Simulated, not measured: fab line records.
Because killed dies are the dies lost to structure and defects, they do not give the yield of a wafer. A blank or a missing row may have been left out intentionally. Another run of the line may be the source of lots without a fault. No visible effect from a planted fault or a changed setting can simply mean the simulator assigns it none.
Which tool was responsible? || flow nandHarc || Sampling: 14 lots, 40 wafers, 5 of 1302 route steps

== WHAT EACH GAUGE READ, for each wafer ==
NHARC_A_WL_FILL_INSPECT_15. Usual: 479 for rawDefectCount, sd 130.
{"lot": "L596", "measured": "day 21 13:10", "on": "defectInspect-01", "rawDefectCount": "568 471 559", "flag": ""}
{"lot": "L597", "measured": "day 21 18:03", "on": "defectInspect-01", "rawDefectCount": "380 296 303", "flag": ""}
{"lot": "L600", "measured": "day 22 15:14", "on": "defectInspect-01", "rawDefectCount": "518 418 343", "flag": ""}
{"lot": "L599", "measured": "day 22 15:23", "on": "defectInspect-01", "rawDefectCount": "420 382 373", "flag": ""}
{"lot": "L604", "measured": "day 24 14:46", "on": "defectInspect-01", "rawDefectCount": "422 365", "flag": ""}
{"lot": "L608", "measured": "day 25 21:52", "on": "defectInspect-02", "rawDefectCount": "218 307 260", "flag": ""}
{"lot": "L609", "measured": "day 25 21:52", "on": "defectInspect-01", "rawDefectCount": "515 440", "flag": ""}
{"lot": "L611", "measured": "day 26 22:02", "on": "defectInspect-01", "rawDefectCount": "370 437 433", "flag": ""}
{"lot": "L614", "measured": "day 28 22:28", "on": "defectInspect-02", "rawDefectCount": "349 286 313", "flag": ""}
{"lot": "L615", "measured": "day 29 01:34", "on": "defectInspect-02", "rawDefectCount": "765 597 599", "flag": ""}
{"lot": "L616", "measured": "day 29 20:37", "on": "defectInspect-02", "rawDefectCount": "432 503 507", "flag": ""}
{"lot": "L617", "measured": "day 29 20:40", "on": "defectInspect-02", "rawDefectCount": "362 431 383", "flag": ""}
{"lot": "L618", "measured": "day 30 08:43", "on": "defectInspect-01", "rawDefectCount": "749 601 941", "flag": ""}
{"lot": "L619", "measured": "day 30 11:35", "on": "defectInspect-01", "rawDefectCount": "413 400 411", "flag": ""}

NHARC_A_CONTACT_OVL_MEAS_43. Usual: overlayXNm 0.0 nm, standard deviation 1; overlayYNm 0.1 nm, standard deviation 0.82.
{"lot": "L596", "measured": "day 21 18:45", "on": "overlay-02", "overlayXNm (nm)": "0.9 1.2 1.3", "overlayYNm (nm)": "-1.7 -1.1 -1.4", "flag": ""}
{"lot": "L597", "measured": "day 22 00:26", "on": "overlay-02", "overlayXNm (nm)": "-1.2 -0.4 -0.7", "overlayYNm (nm)": "0.8 0.8 0.1", "flag": ""}
{"lot": "L600", "measured": "day 22 20:59", "on": "overlay-01", "overlayXNm (nm)": "0.4 0.6 0.1", "overlayYNm (nm)": "1.4 0.4 0.2", "flag": ""}
{"lot": "L599", "measured": "day 22 21:09", "on": "overlay-02", "overlayXNm (nm)": "0.8 0.8 0.4", "overlayYNm (nm)": "1.0 1.6 1.9", "flag": ""}
{"lot": "L604", "measured": "day 24 21:36", "on": "overlay-02", "overlayXNm (nm)": "-1.0 -0.3", "overlayYNm (nm)": "0.2 0.4", "flag": ""}
{"lot": "L608", "measured": "day 26 04:34", "on": "overlay-01", "overlayXNm (nm)": "-1.3 -2.1 -2.0", "overlayYNm (nm)": "0.2 0.1 0.2", "flag": ""}
{"lot": "L609", "measured": "day 26 05:06", "on": "overlay-02", "overlayXNm (nm)": "0.4 0.6", "overlayYNm (nm)": "-1.2 -1.2", "flag": ""}
{"lot": "L611", "measured": "day 27 03:53", "on": "overlay-02", "overlayXNm (nm)": "0.9 0.8 1.2", "overlayYNm (nm)": "-0.8 -0.6 -0.8", "flag": ""}
{"lot": "L614", "measured": "day 29 06:44", "on": "overlay-02", "overlayXNm (nm)": "-1.1 -1.3 -0.3", "overlayYNm (nm)": "0.8 0.7 0.6", "flag": ""}
{"lot": "L615", "measured": "day 29 09:24", "on": "overlay-01", "overlayXNm (nm)": "-0.3 -0.8 -0.5", "overlayYNm (nm)": "-0.1 -0.1 -0.2", "flag": ""}
{"lot": "L616", "measured": "day 30 02:22", "on": "overlay-01", "overlayXNm (nm)": "-1.2 -1.4 -1.4", "overlayYNm (nm)": "0.3 0.1 0.1", "flag": ""}
{"lot": "L617", "measured": "day 30 02:53", "on": "overlay-01", "overlayXNm (nm)": "0.4 0.1 -0.2", "overlayYNm (nm)": "0.0 -0.3 0.0", "flag": ""}
{"lot": "L618", "measured": "day 30 14:23", "on": "overlay-02", "overlayXNm (nm)": "0.6 0.0 0.2", "overlayYNm (nm)": "-0.2 -0.7 -0.9", "flag": ""}
{"lot": "L619", "measured": "day 30 20:30", "on": "overlay-01", "overlayXNm (nm)": "1.6 1.6 1.0", "overlayYNm (nm)": "0.4 0.5 0.0", "flag": ""}

NHARC_END_SORT_01. Usual: killedAtArray 58, standard deviation 22; killedAtOther 1.0, standard deviation 1.3; killedAtPeriphery 5, standard deviation 3.4; killedDies 64, standard deviation 22; killedOpen 3.6, standard deviation 1.8; killedShort 2.4, standard deviation 1.7.
{"lot": "L604", "measured": "day 28 00:35", "on": "prober-01", "killedAtArray": "50 115", "killedAtOther": "2 0", "killedAtPeriphery": "2 3", "killedDies": "54 118", "killedOpen": "5 2", "killedShort": "4 0", "flag": ""}
{"lot": "L608", "measured": "day 29 05:23", "on": "prober-01", "killedAtArray": "16 19 96", "killedAtOther": "0 0 0", "killedAtPeriphery": "1 2 3", "killedDies": "17 21 99", "killedOpen": "1 3 5", "killedShort": "2 2 1", "flag": ""}
{"lot": "L619", "measured": "day 33 21:13", "on": "prober-02", "killedAtArray": "55 44 55", "killedAtOther": "0 0 1", "killedAtPeriphery": "3 3 3", "killedDies": "58 47 59", "killedOpen": "2 3 4", "killedShort": "3 0 2", "flag": ""}

== TOOL THAT RAN EACH LOT (tool first, then ch and the chambers of the sampled wafers, then the start) ==
{"lot": "L596", "NHARC_A_CONTACT_ETCH_50": "rieDiel-05 ch 1,3, day 21 19:23", "NHARC_A_CONTACT_ETCH_112": "harCapEtch-03 ch 0,1, day 21 21:00"}
{"lot": "L597", "NHARC_A_CONTACT_ETCH_50": "rieDiel-10 ch 0,3, day 22 01:04", "NHARC_A_CONTACT_ETCH_112": "harCapEtch-02 ch 0,1, day 22 02:36"}
{"lot": "L600", "NHARC_A_CONTACT_ETCH_50": "rieDiel-01 ch 2,3, day 22 21:36", "NHARC_A_CONTACT_ETCH_112": "harCapEtch-03 ch 0,1, day 22 23:08"}
{"lot": "L599", "NHARC_A_CONTACT_ETCH_50": "rieDiel-10 ch 0,1,2, day 22 21:46", "NHARC_A_CONTACT_ETCH_112": "harCapEtch-01 ch 0,1, day 22 23:32"}
{"lot": "L604", "NHARC_A_CONTACT_ETCH_50": "rieDiel-05 ch 1, day 24 22:14", "NHARC_A_CONTACT_ETCH_112": "harCapEtch-01 ch 0,1, day 24 23:52"}
{"lot": "L608", "NHARC_A_CONTACT_ETCH_50": "rieDiel-05 ch 1,2,3, day 26 05:12", "NHARC_A_CONTACT_ETCH_112": "harCapEtch-02 ch 0,1, day 26 06:53"}
{"lot": "L609", "NHARC_A_CONTACT_ETCH_50": "rieDiel-05 ch 0,2, day 26 07:09", "NHARC_A_CONTACT_ETCH_112": "harCapEtch-03 ch 0,1, day 26 08:41"}
{"lot": "L611", "NHARC_A_CONTACT_ETCH_50": "rieDiel-01 ch 0,1, day 27 04:31", "NHARC_A_CONTACT_ETCH_112": "harCapEtch-02 ch 0,1, day 27 06:05"}
{"lot": "L614", "NHARC_A_CONTACT_ETCH_50": "rieDiel-05 ch 0,1, day 29 07:21", "NHARC_A_CONTACT_ETCH_112": "harCapEtch-02 ch 0,1, day 29 08:51"}
{"lot": "L615", "NHARC_A_CONTACT_ETCH_50": "rieDiel-05 ch 2,3, day 29 10:01", "NHARC_A_CONTACT_ETCH_112": "harCapEtch-03 ch 0,1, day 29 11:32"}
{"lot": "L616", "NHARC_A_CONTACT_ETCH_50": "rieDiel-05 ch 0,2,3, day 30 03:02", "NHARC_A_CONTACT_ETCH_112": "harCapEtch-03 ch 0,1, day 30 04:33"}
{"lot": "L617", "NHARC_A_CONTACT_ETCH_50": "rieDiel-05 ch 0,1,2, day 30 04:14", "NHARC_A_CONTACT_ETCH_112": "harCapEtch-01 ch 0,1, day 30 05:44"}
{"lot": "L618", "NHARC_A_CONTACT_ETCH_50": "rieDiel-01 ch 1,2,3, day 30 15:01", "NHARC_A_CONTACT_ETCH_112": "harCapEtch-01 ch 1, day 30 16:30"}
{"lot": "L619", "NHARC_A_CONTACT_ETCH_50": "rieDiel-05 ch 0,3, day 30 21:13", "NHARC_A_CONTACT_ETCH_112": "harCapEtch-02 ch 0,1, day 30 22:47"}
- NHARC_A_CONTACT_ETCH_50: etches the open film in CF4/CHF3, target depth 121 nm, time 60.5 s.
- NHARC_A_CONTACT_ETCH_112: etches the open film in C4F8/O2/Ar, time 190 s, target depth 1850 nm.

== WHAT THE TOOLS THEMSELVES READ (means of the sampled wafers that have a number; where no wafer has one, the mark that the record gives instead) ==
NHARC_A_CONTACT_ETCH_50. Usual: drypumpMotorCurrentA 5.7 A, standard deviation 0.34; oesProductAu 0.956 a.u., standard deviation 0.02; rfVppV 371.2 V, standard deviation 2.1; runLengthS 81.9 s, standard deviation 0.52; showerheadPlenumPTorr 1.59 Torr, standard deviation 0.056; throttleValvePct 16.803 %, standard deviation 0.0094.
{"lot": "L596", "tool": "rieDiel-05", "drypumpMotorCurrentA (A)": 5.8, "oesProductAu (a.u.)": 0.972, "rfVppV (V)": 371.5, "runLengthS (s)": 82.4, "showerheadPlenumPTorr (Torr)": 1.62, "throttleValvePct (%)": 16.806, "flag": ""}
{"lot": "L597", "tool": "rieDiel-10", "drypumpMotorCurrentA (A)": 5.7, "oesProductAu (a.u.)": 0.966, "rfVppV (V)": 372.3, "runLengthS (s)": 81.5, "showerheadPlenumPTorr (Torr)": 1.64, "throttleValvePct (%)": 16.810, "flag": ""}
{"lot": "L600", "tool": "rieDiel-01", "drypumpMotorCurrentA (A)": 5.7, "oesProductAu (a.u.)": 0.928, "rfVppV (V)": 373.4, "runLengthS (s)": 81.9, "showerheadPlenumPTorr (Torr)": 1.66, "throttleValvePct (%)": 16.805, "flag": ""}
{"lot": "L599", "tool": "rieDiel-10", "drypumpMotorCurrentA (A)": 5.5, "oesProductAu (a.u.)": 0.975, "rfVppV (V)": 373.0, "runLengthS (s)": 81.3, "showerheadPlenumPTorr (Torr)": 1.65, "throttleValvePct (%)": 16.803, "flag": ""}
{"lot": "L604", "tool": "rieDiel-05", "drypumpMotorCurrentA (A)": 6.0, "oesProductAu (a.u.)": 0.910, "rfVppV (V)": 370.3, "runLengthS (s)": 76.2, "showerheadPlenumPTorr (Torr)": 1.59, "throttleValvePct (%)": 16.804, "flag": "OFF"}
{"lot": "L608", "tool": "rieDiel-05", "drypumpMotorCurrentA (A)": 5.9, "oesProductAu (a.u.)": 0.969, "rfVppV (V)": 371.0, "runLengthS (s)": 78.2, "showerheadPlenumPTorr (Torr)": 1.57, "throttleValvePct (%)": 16.798, "flag": "OFF"}
{"lot": "L609", "tool": "rieDiel-05", "drypumpMotorCurrentA (A)": 5.9, "oesProductAu (a.u.)": 0.954, "rfVppV (V)": 369.6, "runLengthS (s)": 76.2, "showerheadPlenumPTorr (Torr)": 1.54, "throttleValvePct (%)": 16.802, "flag": "OFF"}
{"lot": "L611", "tool": "rieDiel-01", "drypumpMotorCurrentA (A)": 5.2, "oesProductAu (a.u.)": 0.977, "rfVppV (V)": 370.3, "runLengthS (s)": 82.2, "showerheadPlenumPTorr (Torr)": 1.55, "throttleValvePct (%)": 16.804, "flag": ""}
{"lot": "L614", "tool": "rieDiel-05", "drypumpMotorCurrentA (A)": 5.9, "oesProductAu (a.u.)": 0.954, "rfVppV (V)": 370.4, "runLengthS (s)": 81.6, "showerheadPlenumPTorr (Torr)": 1.59, "throttleValvePct (%)": 16.804, "flag": ""}
{"lot": "L615", "tool": "rieDiel-05", "drypumpMotorCurrentA (A)": 5.8, "oesProductAu (a.u.)": 0.969, "rfVppV (V)": 371.0, "runLengthS (s)": 82.3, "showerheadPlenumPTorr (Torr)": 1.59, "throttleValvePct (%)": 16.803, "flag": ""}
{"lot": "L616", "tool": "rieDiel-05", "drypumpMotorCurrentA (A)": 5.8, "oesProductAu (a.u.)": 0.969, "rfVppV (V)": 370.6, "runLengthS (s)": 82.3, "showerheadPlenumPTorr (Torr)": 1.56, "throttleValvePct (%)": 16.810, "flag": ""}
{"lot": "L617", "tool": "rieDiel-05", "drypumpMotorCurrentA (A)": 5.9, "oesProductAu (a.u.)": 0.953, "rfVppV (V)": 369.3, "runLengthS (s)": 81.7, "showerheadPlenumPTorr (Torr)": 1.55, "throttleValvePct (%)": 16.801, "flag": ""}
{"lot": "L618", "tool": "rieDiel-01", "drypumpMotorCurrentA (A)": 5.9, "oesProductAu (a.u.)": 0.929, "rfVppV (V)": 371.4, "runLengthS (s)": 82.0, "showerheadPlenumPTorr (Torr)": 1.61, "throttleValvePct (%)": 16.795, "flag": ""}
{"lot": "L619", "tool": "rieDiel-05", "drypumpMotorCurrentA (A)": 5.7, "oesProductAu (a.u.)": 0.956, "rfVppV (V)": 371.4, "runLengthS (s)": 82.1, "showerheadPlenumPTorr (Torr)": 1.60, "throttleValvePct (%)": 16.802, "flag": ""}

== THE ANSWER, worked out from the rows above alone ==
Rule: lot off if the mean of its wafers having a number is beyond 3 standard deviations from the usual mean. Also off: a lot with no number at a reading for which 4 or more lots have one. Any other lot the step has rows for is counted as sound. First the gauges in route order, then the tools' own readings, where a lot's mean is used as printed above. At the first step where some lot is off, the reading lying furthest off is the one used; lots without a number count as furthest.
Off: L604, L608, L609 (NHARC_A_CONTACT_ETCH_50, runLengthS).
A tool fits if, at that step or a process step before it, it ran every lot that is off, and no sound lot after the first of them. Not one of the candidates tried fits.

== WHAT THE SIMULATOR HAD INSERTED ==
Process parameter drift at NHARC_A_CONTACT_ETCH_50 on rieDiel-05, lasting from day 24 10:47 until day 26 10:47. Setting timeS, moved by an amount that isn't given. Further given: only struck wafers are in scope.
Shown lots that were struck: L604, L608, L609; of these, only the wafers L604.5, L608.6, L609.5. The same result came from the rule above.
